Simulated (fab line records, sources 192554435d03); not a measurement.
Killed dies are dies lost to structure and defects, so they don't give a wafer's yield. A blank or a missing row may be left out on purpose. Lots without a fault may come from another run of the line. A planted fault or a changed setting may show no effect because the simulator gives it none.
Problem report in the 8D (eight disciplines) form, filled by code | flow n5_finfet | the parts of the form that need people (team, actions taken, sign-off) are left out

1. THE PROBLEM
killed_at_contacts at N5_PASSIVATION_PROBE_49 reads a mean of 111 on 6 wafers of 2 lots; wafers without a fault read 12 with a standard deviation of 5.6. That is +18 standard deviations from the usual mean.
First seen on wafer L714.1, day 17 06:11, on prober-02. The record holds 12 wafers of 4 lots with a number at this step. Rule for "out", or "out of limits": more than 4 standard deviations from the usual mean. The other wafers with a number count as sound.

2. WHAT IT IS AND WHAT IT IS NOT
question                    | is                                                                                                      | is not
which readings at this step | killed_at_contacts, defect_limited_yield, killed_dies, sort_bin_5_function, sort_n_pass, sort_yield_pct | killed_at_M0_to_M3, killed_at_M4_up, killed_at_front_end, killed_at_other, killed_open, killed_short
which lots                  | L714, L716                                                                                              | L706, L708
which wafers of those lots  | all that have a number                                                                                  | -
read on which tools         | prober-02                                                                                               | -
when                        | from day 17 06:11                                                                                       | up to then (6 sound wafers)

3. SUSPECTS, AND WHAT RULES EACH OUT
Counting: a tool at a process step up to the reading stays a suspect if it ran every lot that is out and no sound lot after the first of them.
- remote_plasma-02 at N5_MOL_CONTACT_COAG_PRECLEAN_111 (cleans in NF3:NH3, afs cycles 1, time 20 s, sublimation time 60 s): kept. It ran every lot that is out, first L714 (day 8 18:14), and no sound lot after that; its last sound lot up to then is L708 (day 7 03:34).
- prober-02 at N5_PASSIVATION_PROBE_49: kept. It ran every lot that is out, first L714 (day 17 06:11), and no sound lot after that; its last sound lot up to then is L708 (day 14 14:23). Its own readings are out on those wafers: defect_limited_yield, killed_at_contacts, killed_dies, sort_bin_5_function, sort_n_pass, sort_yield_pct.
Left after counting: remote_plasma-02 at N5_MOL_CONTACT_COAG_PRECLEAN_111, prober-02 at N5_PASSIVATION_PROBE_49.

4. THE CAUSE (what the simulator had put in)
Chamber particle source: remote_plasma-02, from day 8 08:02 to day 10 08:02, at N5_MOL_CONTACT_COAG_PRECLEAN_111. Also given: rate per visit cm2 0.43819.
Counting left 2 suspects, and this tool is among them.

5. THE CHAIN OF EFFECTS, in route order
Each row: a reading whose mean over the struck wafers that have a number lies more than 3 standard deviations from the usual. Only readings for which the record gives a usual standard deviation are gone through. hours: the time from each lot's start at the first step in this table that gives one to its start at this step, as a median over the lots. sigmas: the change in usual standard deviations.
hours | step                    | reading              | usual  | on struck wafers | change | sigmas
0     | N5_PASSIVATION_PROBE_49 | defect_limited_yield | 91.1 % | 84.1             | -7.0   | -4.7
0     | N5_PASSIVATION_PROBE_49 | killed_at_contacts   | 12     | 111              | +99    | +18
0     | N5_PASSIVATION_PROBE_49 | killed_dies          | 105    | 188              | +83    | +4.6
0     | N5_PASSIVATION_PROBE_49 | sort_bin_5_function  | 5.1 %  | 10.5             | +5.4   | +5.9
0     | N5_PASSIVATION_PROBE_49 | sort_n_pass          | 1075   | 992              | -84    | -4.6
0     | N5_PASSIVATION_PROBE_49 | sort_yield_pct       | 91.1 % | 84.0             | -7.1   | -4.7
The process steps in it:
- N5_PASSIVATION_PROBE_49

6. WHAT WOULD HAVE CAUGHT IT SOONER
In this record the first reading out of limits was taken at day 17 06:11, 214 hours after the fault began at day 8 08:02.
All the lots that are out (2) had begun N5_MOL_CONTACT_COAG_PRECLEAN_111 on remote_plasma-02 by day 17 06:11. A hold on the tool at that time would have spared none of them.
